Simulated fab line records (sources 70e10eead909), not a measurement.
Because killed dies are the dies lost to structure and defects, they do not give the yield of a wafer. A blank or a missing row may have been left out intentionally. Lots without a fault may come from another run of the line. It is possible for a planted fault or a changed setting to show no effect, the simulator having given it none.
fab line records	flow nand-harc
record lots=14	wafers=42	last-day=34
route steps=1302 shown A_STAIRCASE@745
lots that met no fault: from a run of the same line without faults
start-h: hours from the record's first day to the start of the lot's first wafer shown	wait-h: hours elapsed since this lot's preceding step	" as in the row above	L1.1+2: one row covering several wafers at once	- no value present, or no start provided	* or withheld: withheld	< > ~ a bound
route shown NAME@n: a module of which the file shows steps, and the number in the route of the first	usual: average and standard deviation across the fault-free wafers	same: alike in all rows	chamber/n: place in a boat	sites: readings site by site	_std_site: standard deviation across them	_edge_site: outer sites' mean less inner sites'	radius-mm: how far each site lies from the wafer's centre	mask NAME#n: copy n	behind: the most recent tool/chamber to have shaped the wafer	hold: why the lot was held/for how many hours/how that ended	device: the n, p or np transistor that did not switch	end of line: the same wafers' tests at the end of the route	a step given without rows: its recipe and nothing more	killed: dies lost to structure and defects at the first sort, not the wafer's yield	map: the dies of a wafer, with x for killed, . for not killed, _ for no die there
set.NAME: the setting that was run; set.NAME@STEP: the one run at that earlier step	model.NAME: the simulator's own value behind a step, which no gauge read
one table for each step of the route and one row for each wafer, over a sample of lots
services: when a tool's chamber went out of use (start-h, in hours from the record's first day, below 0 if earlier), for how many hours, and the reason
## steps
# step NHARC_A_STAIRCASE_TRIM_231
# recipe time-s=211.2	o2-flow-sccm=500	ar-flow-sccm=0	bias-w=0	chemistry=O2
# usual drypump-motor-current-A=5.9/0.35	oes-product-au=1.001/0.011	rf-vpp-V=57.9/0.88	showerhead-plenum-p-Torr=3.58/0.19	throttle-valve-pct=17.036/0.0092
lot.wafer	tool	chamber	start-h	wait-h	drypump-motor-current-A	oes-product-au	rf-hours-counter-h	rf-vpp-V	showerhead-plenum-p-Torr	throttle-valve-pct
L242.1	rie-diel-05	3	-	-	6.0	1.009	35	57.6	3.50	17.044
L242.2	"	0	"	"	5.6	1.010	48	57.8	3.27	17.019
L242.3	"	1	"	"	6.2	1.000	48	58.7	3.78	17.037
L241.4	rie-diel-08	1	-	-	6.3	1.004	2	58.7	3.78	17.034
L241.3	"	3	"	"	5.2	1.013	2	57.7	3.54	17.040
L241.5	"	0	"	"	5.9	1.008	-	57.6	3.47	17.028
L243.1	rie-diel-13	1	-	-	6.6	1.015	14	57.5	3.74	17.036
L243.2	"	2	"	"	5.7	0.996	14	57.3	3.77	17.029
L243.6	"	2	"	"	5.7	0.995	-	58.3	3.77	17.046
L244.3	rie-diel-08	3	-	-	5.2	0.996	12	58.5	3.53	17.037
L244.2	"	1	"	"	6.3	1.003	12	57.5	3.77	17.048
L244.5	"	2	"	"	6.0	1.001	-	58.9	3.80	17.041
L247.3	rie-diel-05	1	-	-	6.2	0.984	11	58.4	3.77	17.043
L247.1	"	2	"	"	5.8	1.003	12	57.7	3.44	17.049
L247.5	"	0	"	"	5.6	1.007	-	57.4	3.80	17.039
L249.1	rie-diel-13	2	-	-	5.8	0.992	42	57.8	3.75	17.026
L249.2	"	0	"	"	5.6	0.996	47	56.6	3.32	17.034
L249.3	"	1	"	"	6.6	1.008	42	58.7	3.72	17.043
L251.2	rie-diel-08	0	-	-	5.9	0.999	35	58.0	3.45	17.026
L251.3	"	3	"	"	5.2	1.011	36	58.0	3.52	17.041
L251.5	"	0	"	"	5.9	1.000	-	57.6	3.45	17.030
L254.3	rie-diel-05	3	-	-	6.0	0.999	38	57.7	3.47	17.029
L254.1	"	0	"	"	5.6	1.012	33	59.5	3.79	17.043
L254.2	"	1	"	"	6.2	0.987	33	58.2	3.76	17.028
L255.3	rie-diel-05	2	-	-	5.8	1.012	38	58.0	3.42	17.027
L255.5	"	3	"	"	6.0	1.008	-	57.9	3.47	17.036
L255.6	"	0	"	"	5.6	1.003	-	57.9	3.79	17.048
L256.4	rie-diel-05	3	-	-	6.0	1.001	43	58.4	3.47	17.040
L256.3	"	0	"	"	5.7	1.004	38	58.9	3.79	17.014
L256.1	"	1	"	"	6.1	0.994	38	57.8	3.75	17.033
L260.3	rie-diel-13	2	-	-	5.8	0.998	17	57.1	3.73	17.048
L260.1	"	3	"	"	5.9	0.992	14	56.3	3.28	17.044
L260.5	"	0	"	"	5.6	0.978	-	57.4	3.31	17.041
L259.1	rie-diel-08	3	-	-	5.2	1.010	7	57.5	3.51	17.040
L259.3	"	1	"	"	6.3	1.022	9	59.5	3.74	17.034
L259.4	"	1	"	"	6.3	1.014	-	58.0	3.74	17.040
L261.4	rie-diel-13	3	-	-	5.9	1.000	15	56.5	3.28	17.043
L261.1	"	0	"	"	5.6	0.979	14	57.9	3.31	17.041
L261.3	"	2	"	"	5.7	0.997	19	56.6	3.73	17.038
L262.3	rie-diel-13	1	-	-	6.6	1.011	25	58.9	3.70	17.032
L262.4	"	2	"	"	5.7	0.993	25	57.3	3.73	17.050
L262.6	"	0	"	"	5.6	0.976	-	57.1	3.31	17.024
# step NHARC_A_STAIRCASE_ETCH_234
# recipe target-depth-a=1000	time-s=40.5	ion-energy-ev=400	c4f8-flow-sccm=20	o2-flow-sccm=10	ar-flow-sccm=withheld	rf-w=600	bias-w=1000	chemistry=C4F8/O2
# usual oes-product-au=0.945/0.012	rf-vpp-V=898/7
lot.wafer	tool	chamber	start-h	wait-h	oes-product-au	rf-hours-counter-h	rf-vpp-V
L242.1	rie-diel-05	1	-	-	0.934	48	905
L242.3	"	2	"	"	0.952	50	893
L242.2	"	0	"	"	0.946	49	886
L241.4	rie-diel-08	1	-	-	0.951	2	906
L241.3	"	3	"	"	0.956	3	897
L241.5	"	2	"	"	0.957	-	907
L243.2	rie-diel-13	1	-	-	0.966	15	903
L243.1	"	3	"	"	0.955	7	888
L243.6	"	2	"	"	0.940	-	904
L244.3	rie-diel-08	3	-	-	0.961	12	899
L244.2	"	0	"	"	0.967	12	894
L244.5	"	1	"	"	0.972	-	904
L247.3	rie-diel-05	3	-	-	0.940	10	895
L247.1	"	2	"	"	0.935	12	894
L247.5	"	3	"	"	0.942	-	896
L249.1	rie-diel-13	0	-	-	0.954	47	888
L249.2	"	1	"	"	0.955	42	902
L249.3	"	3	"	"	0.957	34	885
L251.2	rie-diel-08	3	-	-	0.950	36	897
L251.3	"	1	"	"	0.939	31	905
L251.5	"	0	"	"	0.925	-	893
L254.1	rie-diel-05	0	-	-	0.940	33	906
L254.3	"	2	"	"	0.935	39	893
L254.2	"	3	"	"	0.933	39	894
L255.3	rie-diel-05	1	-	-	0.919	33	903
L255.5	"	1	"	"	0.922	-	905
L255.6	"	2	"	"	0.949	-	891
L256.4	rie-diel-05	3	-	-	0.952	43	894
L256.1	"	0	"	"	0.947	38	904
L256.3	"	1	"	"	0.930	38	905
L260.3	rie-diel-13	1	-	-	0.965	16	903
L260.1	"	0	"	"	0.936	12	889
L260.5	"	1	"	"	0.956	-	902
L259.1	rie-diel-08	2	-	-	0.935	7	906
L259.3	"	1	"	"	0.949	9	904
L259.4	"	1	"	"	0.951	-	904
L261.4	rie-diel-13	0	-	-	0.919	14	887
L261.3	"	1	"	"	0.946	17	902
L261.1	"	3	"	"	0.929	16	887
L262.4	rie-diel-13	3	-	-	0.944	22	886
L262.3	"	1	"	"	0.953	25	902
L262.6	"	3	"	"	0.940	-	887
# step NHARC_A_STAIRCASE_ETCH_236
# recipe target-depth-a=1000	time-s=40.5	ion-energy-ev=400	c4f8-flow-sccm=20	o2-flow-sccm=10	ar-flow-sccm=withheld	rf-w=600	bias-w=1000	chemistry=C4F8/O2
# usual oes-product-au=0.942/0.012	rf-vpp-V=897/6.8
lot.wafer	tool	chamber	start-h	wait-h	oes-product-au	rf-hours-counter-h	rf-vpp-V
L242.3	rie-diel-05	2	-	-	0.950	50	893
L242.2	"	3	"	"	0.938	36	894
L242.1	"	1	"	"	0.935	49	906
L241.4	rie-diel-08	3	-	-	0.937	3	896
L241.3	"	1	"	"	0.952	3	904
L241.5	"	3	"	"	0.935	-	896
L243.1	rie-diel-13	2	-	-	0.950	14	905
L243.2	"	1	"	"	0.973	15	902
L243.6	"	3	"	"	0.936	-	887
L244.2	rie-diel-08	0	-	-	0.955	12	894
L244.3	"	2	"	"	0.930	12	905
L244.5	"	0	"	"	0.958	-	895
L247.3	rie-diel-05	1	-	-	0.914	11	905
L247.1	"	0	"	"	0.963	9	906
L247.5	"	2	"	"	0.939	-	893
L249.1	rie-diel-13	0	-	-	0.948	47	889
L249.3	"	1	"	"	0.953	42	903
L249.2	"	2	"	"	0.940	43	903
L251.3	rie-diel-08	3	-	-	0.951	36	896
L251.2	"	1	"	"	0.940	31	905
L251.5	"	3	"	"	0.945	-	895
L254.1	rie-diel-05	1	-	-	0.927	33	905
L254.2	"	2	"	"	0.938	39	891
L254.3	"	0	"	"	0.946	33	907
L255.3	rie-diel-05	0	-	-	0.947	33	906
L255.5	"	1	"	"	0.915	-	905
L255.6	"	2	"	"	0.947	-	893
L256.4	rie-diel-05	0	-	-	0.964	38	906
L256.3	"	1	"	"	0.926	38	904
L256.1	"	3	"	"	0.963	43	894
L260.1	rie-diel-13	1	-	-	0.953	16	901
L260.3	"	2	"	"	0.952	17	903
L260.5	"	1	"	"	0.956	-	902
L259.3	rie-diel-08	1	-	-	0.947	9	903
L259.4	"	3	"	"	0.947	7	895
L259.1	"	0	"	"	0.941	7	892
L261.1	rie-diel-13	0	-	-	0.913	14	887
L261.4	"	2	"	"	0.921	20	904
L261.3	"	3	"	"	0.935	16	887
L262.4	rie-diel-13	3	-	-	0.951	22	887
L262.3	"	1	"	"	0.949	26	903
L262.6	"	0	"	"	0.919	-	887
# step NHARC_A_STAIRCASE_EXPOSE_247
# recipe na=0.5	dose-mj=25.34	mask-id=SDS_1
# usual exposure-dose-mJ-cm2=25.298/0.026	focus-offset-nm=-0.1/0.49	na=0.5/0
lot.wafer	tool	chamber	start-h	wait-h	mask	exposure-dose-mJ-cm2	focus-offset-nm	na
L242.1	krf-scanner-03	0	387.09	-	SDS_1#0	25.320	-0.4	0.5
L242.2	"	0	"	"	SDS_1#0	25.296	-0.9	0.5
L242.3	"	0	"	"	SDS_1#0	25.284	0.0	0.5
L241.3	krf-scanner-02	0	387.40	-	SDS_1#0	25.289	-0.8	0.5
L241.4	"	0	"	"	SDS_1#0	25.336	0.1	0.5
L241.5	"	0	"	"	SDS_1#0	25.327	0.6	0.5
L243.1	krf-scanner-04	0	387.63	-	SDS_1#0	25.305	0.0	0.5
L243.2	"	0	"	"	SDS_1#0	25.363	0.0	0.5
L243.6	"	0	"	"	SDS_1#0	25.338	-0.5	0.5
L244.2	krf-scanner-02	0	417.06	-	SDS_1#0	25.314	-0.7	0.5
L244.3	"	0	"	"	SDS_1#0	25.303	-0.5	0.5
L244.5	"	0	"	"	SDS_1#0	25.302	-0.5	0.5
L247.1	krf-scanner-04	0	441.61	-	SDS_1#0	25.274	-0.5	0.5
L247.3	"	0	"	"	SDS_1#0	25.250	0.4	0.5
L247.5	"	0	"	"	SDS_1#0	25.304	-0.2	0.5
L249.1	krf-scanner-04	-	483.74	-	SDS_1#0	-	-	-
L249.2	"	-	"	"	SDS_1#0	-	-	-
L249.3	"	-	"	"	SDS_1#0	-	-	-
L251.2	krf-scanner-03	-	487.28	-	SDS_1#0	-	-	-
L251.3	"	-	"	"	SDS_1#0	-	-	-
L251.5	"	-	"	"	SDS_1#0	-	-	-
L254.1	krf-scanner-02	0	521.73	-	SDS_1#0	25.303	-0.1	0.5
L254.2	"	0	"	"	SDS_1#0	25.320	0.4	0.5
L254.3	"	0	"	"	SDS_1#0	25.289	0.3	0.5
L255.3	krf-scanner-03	0	522.02	-	SDS_1#0	25.285	-0.3	0.5
L255.5	"	0	"	"	SDS_1#0	25.299	-0.4	0.5
L255.6	"	0	"	"	SDS_1#0	25.282	0.6	0.5
L256.1	krf-scanner-04	0	535.39	-	SDS_1#0	25.312	0.1	0.5
L256.3	"	0	"	"	SDS_1#0	25.338	0.5	0.5
L256.4	"	0	"	"	SDS_1#0	25.277	0.8	0.5
L260.1	krf-scanner-02	0	579.77	-	SDS_1#0	25.262	0.0	0.5
L260.3	"	0	"	"	SDS_1#0	25.302	-0.2	0.5
L260.5	"	0	"	"	SDS_1#0	25.253	-0.2	0.5
L259.1	krf-scanner-03	0	580.61	-	SDS_1#0	25.275	-0.3	0.5
L259.3	"	0	"	"	SDS_1#0	25.287	-0.2	0.5
L259.4	"	0	"	"	SDS_1#0	25.263	0.5	0.5
L261.1	krf-scanner-02	0	586.01	-	SDS_1#0	25.224	-0.1	0.5
L261.3	"	0	"	"	SDS_1#0	25.272	0.1	0.5
L261.4	"	0	"	"	SDS_1#0	25.291	0.8	0.5
L262.3	krf-scanner-04	0	600.80	-	SDS_1#0	25.314	0.1	0.5
L262.4	"	0	"	"	SDS_1#0	25.282	0.1	0.5
L262.6	"	0	"	"	SDS_1#0	25.307	0.1	0.5
## services
tool	chamber	start-h	hours	kind
rie-diel-05	0	362.33	-	clean
rie-diel-05	1	362.33	-	clean
rie-diel-05	2	362.33	-	clean
rie-diel-05	3	362.33	-	clean
rie-diel-08	1	362.56	14.8	repair
rie-diel-13	3	367.62	6.2	repair
rie-diel-08	-	367.80	9.0	pm
rie-diel-13	0	375.66	-	clean
rie-diel-13	1	375.66	-	clean
krf-scanner-04	-	380.43	4.0	pm
krf-scanner-03	-	396.00	4.0	pm
rie-diel-05	-	407.60	9.0	pm
krf-scanner-02	-	426.05	2.4	repair
krf-scanner-02	-	438.00	4.0	pm
rie-diel-13	1	446.38	4.5	repair
krf-scanner-03	-	452.73	1.4	repair
krf-scanner-02	-	463.74	0.1	repair
krf-scanner-03	-	481.24	2.0	repair
krf-scanner-04	-	516.91	2.7	repair
krf-scanner-03	-	535.97	5.9	repair
rie-diel-08	-	544.85	9.0	pm
krf-scanner-04	-	552.43	4.0	pm
krf-scanner-03	-	568.00	4.0	pm
rie-diel-05	-	583.25	28.3	repair
## key
first-sign step=NHARC_A_STAIRCASE_EXPOSE_247	reading=tool-record	direction=missing
effect none on later readings
met-at NHARC_A_STAIRCASE_EXPOSE_247
struck-lots L249,L251
later-rows-left-out L249.1,L249.2,L249.3,L251.2,L251.3,L251.5
sort-left-out L249.1,L249.2,L249.3,L251.2,L251.3,L251.5
tester-left-out L249,L251
not-acting-at NHARC_A_STAIRCASE_TRIM_231,NHARC_A_STAIRCASE_ETCH_234,NHARC_A_STAIRCASE_ETCH_236
onset-between 441.61 483.74
fault kind=skipped-step-whole	tool=krf-scanner-03,krf-scanner-04	chamber=-	onset-h=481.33	steps=NHARC_A_STAIRCASE_EXPOSE_247	scope=struck-lots-only
# tester-left-out: of these lots the tester's yield and bins aren't shown, on N5 and GAA mostly nor the transistor test; their killed dies are dies lost to structure and defects alone, not to doping, threshold or leakage, so they don't give the yield
# sort-left-out: the simulated sort isn't trusted on such a fault, so these wafers' sort isn't shown, and their yield isn't known
# later-rows-left-out: the simulator's readings of these wafers behind a module that went badly wrong aren't trusted and aren't shown, but for the sort
